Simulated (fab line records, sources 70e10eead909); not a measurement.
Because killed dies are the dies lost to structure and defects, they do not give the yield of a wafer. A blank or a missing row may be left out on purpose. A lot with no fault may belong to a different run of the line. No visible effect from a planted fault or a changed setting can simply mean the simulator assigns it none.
Chamber matching -- flow nandHarc -- NHARC_P_M1_CMP_23 on cmp-03 has 4 sister chambers
The step polishes, t overpolish 20 s, target thk 157.82 nm. 16 wafers are shown with their chamber, then 8 later ones without.

## WAFERS PAIRED WITH THEIR CHAMBERS
wafer,chamber,motorCurrentA (A),timeToEndpointS (s)
L079.1,3,10.7,29.5
L079.2,0,13.9,29.5
L079.4,1,13.7,29.6
L081.3,2,13.1,30.3
L081.4,3,10.7,29.1
L081.5,1,14.0,28.5
L086.1,2,13.9,30.1
L086.3,3,10.4,32.6
L086.4,0,12.7,31.2
L088.4,1,14.6,29.7
L088.5,3,10.3,29.0
L088.6,2,14.5,30.2
L089.1,0,13.5,32.9
L089.4,3,10.9,33.8
L089.5,2,13.9,31.5
L090.2,1,13.7,32.8

SIGNATURES, as means of the wafers listed above
reading,chamber 0,chamber 1,chamber 2,chamber 3,scatter within a chamber
motorCurrentA,13.367,14.000,13.850,10.600,0.458
timeToEndpointS,31.200,30.150,30.525,30.800,1.76
Rule: a wafer lies at a distance from a chamber equal to the root of the sum of squares, over the readings, of (its reading less the chamber's mean, divided by the reading's scatter). If the next closest chamber is less than 2 further off than the closest, the wafer can't be placed; otherwise it belongs to the closest. The scatter is the square root of a quotient: the sum, over the shown wafers, of each reading's squared deviation from its chamber's mean, divided by wafers minus chambers.

## WAFERS WITHOUT THEIR CHAMBER
wafer,motorCurrentA (A),timeToEndpointS (s)
L090.4,12.8,34.8
L090.5,13.6,33.5
L091.2,10.6,30.8
L091.4,13.6,32.5
L091.5,12.9,32.9
L093.4,13.4,30.5
L093.5,13.5,27.7
L093.6,13.7,33.9

## EACH ONE'S CHAMBER
wafer,from the rows above,in truth
L090.4,can't be placed: 0 or 2 or 1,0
L090.5,can't be placed: 0 or 2 or 1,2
L091.2,3,3
L091.4,can't be placed: 0 or 2 or 1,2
L091.5,can't be placed: 0 or 2 or 1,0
L093.4,can't be placed: 0 or 2 or 1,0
L093.5,can't be placed: 1 or 2 or 0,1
L093.6,can't be placed: 0 or 2 or 1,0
Placed correctly: 1 of 8. These rows do not allow placing 7 (true chamber among the candidates in 7). Number placed wrongly: 0.
